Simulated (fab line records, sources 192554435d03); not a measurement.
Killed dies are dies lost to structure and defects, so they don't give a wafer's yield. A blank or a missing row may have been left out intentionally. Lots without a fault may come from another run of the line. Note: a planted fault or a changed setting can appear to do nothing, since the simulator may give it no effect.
Which tool did it? | flow n5-finfet | 12 lots, 36 wafers sampled, at 1 step of a route of 1938

== WHAT THE GAUGES READ, wafer by wafer ==
N5_BEOL_M12_INSPECT_12: inspects for defects (macro).
lot  | measured     | on                | raw-defect-count
L075 | day 11 14:18 | defect-inspect-02 | 5 4 3
L079 | day 12 01:06 | defect-inspect-01 | 4 1 1
L077 | day 12 01:59 | defect-inspect-01 | 2 3 3
L083 | day 12 20:04 | defect-inspect-01 | 1 3 3
L082 | day 12 21:28 | defect-inspect-01 | 2 2 4
L085 | day 13 18:43 | defect-inspect-01 | 4 2 5
L086 | day 14 14:36 | defect-inspect-02 | 0 3 3
L088 | day 14 23:53 | defect-inspect-02 | 1 1 1
L090 | day 15 07:48 | defect-inspect-01 | 2 2 4
L092 | day 16 07:46 | defect-inspect-02 | 2 1 1
L095 | day 16 22:14 | defect-inspect-02 | 4 0 3
L097 | day 17 02:16 | defect-inspect-01 | 2 3 3

== WHAT TOOL EACH LOT RAN ON (gives the tool, then ch and the chambers of the sampled wafers, and finally the start) ==
Before these readings, the record contains no process step.

== THE ANSWER, worked out from the rows above alone ==
Rule: usual is defined by the lots themselves. Put in order of their means at a reading, lots are off if they are a third of the lots or fewer, leave a main group of 4 or more, and stand apart from it by a gap of 3 or more times the standard deviation of the main group's means; of several such gaps the widest counts. The tables above print the reading to a certain number of digits; a main group whose means all agree to those digits is not used. Also off: a lot with no number at a reading for which 4 or more lots have one. All remaining lots with rows at the step are treated as sound.
Across all readings shown, no lot is off: no conclusion can be drawn from this.

== WHAT WAS PUT IN BY THE SIMULATOR ==
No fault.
